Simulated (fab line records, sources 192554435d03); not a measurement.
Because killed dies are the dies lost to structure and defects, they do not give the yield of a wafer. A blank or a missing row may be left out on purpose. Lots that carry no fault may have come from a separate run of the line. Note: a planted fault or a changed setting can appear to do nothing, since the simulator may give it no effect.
Problem report in the 8D (eight disciplines) form, filled by code / flow n5 finfet / the parts of the form that need people (team, actions taken, sign-off) are left out

1. THE ISSUE
N5_MIM_TOP_LITHO_INSPECT_12, raw defect count: mean 276.0 over 1 wafer from 1 lot; wafers with no fault: 2.2, standard deviation 1.5. So: +99 or more standard deviations from the usual mean.
The step: inspects for defects (macro).
Seen first at day 18 00:15 on defect inspect-01, wafer L198.4. The record has a number at this step for 30 wafers belonging to 10 lots. Rule for "out", or "out of limits": more than 4 standard deviations from the usual mean. The rest of the wafers with a number are treated as sound.

2. WHAT IT IS; WHAT IT IS NOT
question=which readings at this step | is=raw defect count | is not=-
question=which lots | is=L198 | is not=L178, L179, L181, L183, L184, L185, L188, L190, L200
question=which wafers of those lots | is=L198.4 | is not=L198.1, L198.2
question=read on which gauges | is=defect inspect-01 | is not=defect inspect-02
question=when | is=from day 18 00:15 | is not=up to then (26 sound wafers); but 3 sound wafers of L200 came after

3. THE SUSPECTS, EACH WITH WHAT RULES IT OUT
Counting: any tool at a process step up to the reading remains a suspect provided it ran every lot that is out. Sound lots after the first of them don't rule it out here, since some wafers of a struck lot are sound.
- the gauge at N5_MIM_TOP_LITHO_INSPECT_12: ruled out. All the wafers that are out were read on defect inspect-01, but those of them that N5_MIM_BOT_LITHO_INSPECT_12 has rows for are out there too, on other tools.
- rie diel-03 at N5_BEOL_M15_ETCH_61 (etches BARC in N2/H2, target depth 89 nm, overetch 26.7 nm, time 67.9 s): kept. It processed L198, the lot that is out, at day 17 15:49, and its most recent sound lot before then was L185 at day 14 23:08.
- pvd sputter-02 at N5_MIM_TOP_SPUTTER_03 (material TiN, target thk 35 nm, time 89.7 s): kept. It processed L198, the lot that is out, at day 17 23:48, and its most recent sound lot before then was L183 at day 13 09:36.
- At N5_BEOL_M15_ETCH_61, inside rie diel-03: chamber 2 took the wafers that are out, while their sound lot-mates went through chambers 0, 1.
After counting, rie diel-03 at N5_BEOL_M15_ETCH_61 and pvd sputter-02 at N5_MIM_TOP_SPUTTER_03 remain.

4. THE CAUSE (what the simulator had put in)
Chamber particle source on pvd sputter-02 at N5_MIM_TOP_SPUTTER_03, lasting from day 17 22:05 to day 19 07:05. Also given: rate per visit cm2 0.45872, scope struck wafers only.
Of the 2 suspects that counting leaves, this tool is one.

5. SEQUENCE OF EFFECTS, ordered by route
Each row: a reading whose mean over the struck wafers that have a number lies more than 3 standard deviations from the usual. Scope: only readings with a usual standard deviation given in the record; hours: median across lots of the time from each lot's start at the first step in this table that gives one to its start at this step; sigmas: change in usual standard deviations.
hours=0; step=N5_MIM_TOP_LITHO_INSPECT_12; reading=raw defect count; usual=2.2; on struck wafers=276.0; change=+273.8; sigmas=+99 or more
hours=1; step=N5_MIM_BOT_LITHO_INSPECT_12; reading=raw defect count; usual=2.1; on struck wafers=274.0; change=+271.9; sigmas=+99 or more
hours=13; step=N5_PASSIVATION_PROBE_49; reading=defect limited yield; usual=91.0 %; on struck wafers=83.1; change=-7.9; sigmas=-5.3
hours=13; step=N5_PASSIVATION_PROBE_49; reading=killed at other; usual=4; on struck wafers=95; change=+91; sigmas=+28
hours=13; step=N5_PASSIVATION_PROBE_49; reading=killed dies; usual=106; on struck wafers=200; change=+94; sigmas=+5.5
hours=13; step=N5_PASSIVATION_PROBE_49; reading=sort_bin_5_function; usual=5.3 %; on struck wafers=10.5; change=+5.2; sigmas=+5.2
hours=13; step=N5_PASSIVATION_PROBE_49; reading=sort n pass; usual=1074; on struck wafers=980; change=-94; sigmas=-5.5
hours=13; step=N5_PASSIVATION_PROBE_49; reading=sort yield pct; usual=91.0 %; on struck wafers=83.1; change=-7.9; sigmas=-5.3
Its process steps:
- N5_PASSIVATION_PROBE_49

6. HOW IT WOULD HAVE BEEN CAUGHT EARLIER
The first out-of-limits reading at a measuring or inspecting step in this record came at day 18 00:15, 2 hours after the fault's start at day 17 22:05.
Tool readings at N5_MIM_TOP_SPUTTER_03 with a usual standard deviation given in the record: none out on any struck wafer, hence no alarm at a limit of 4 standard deviations on them.
Each of the lots that are out, 1 in all, had begun N5_MIM_TOP_SPUTTER_03 on pvd sputter-02 no later than day 18 00:15. Had the tool been put on hold then, not one of them would have been saved.
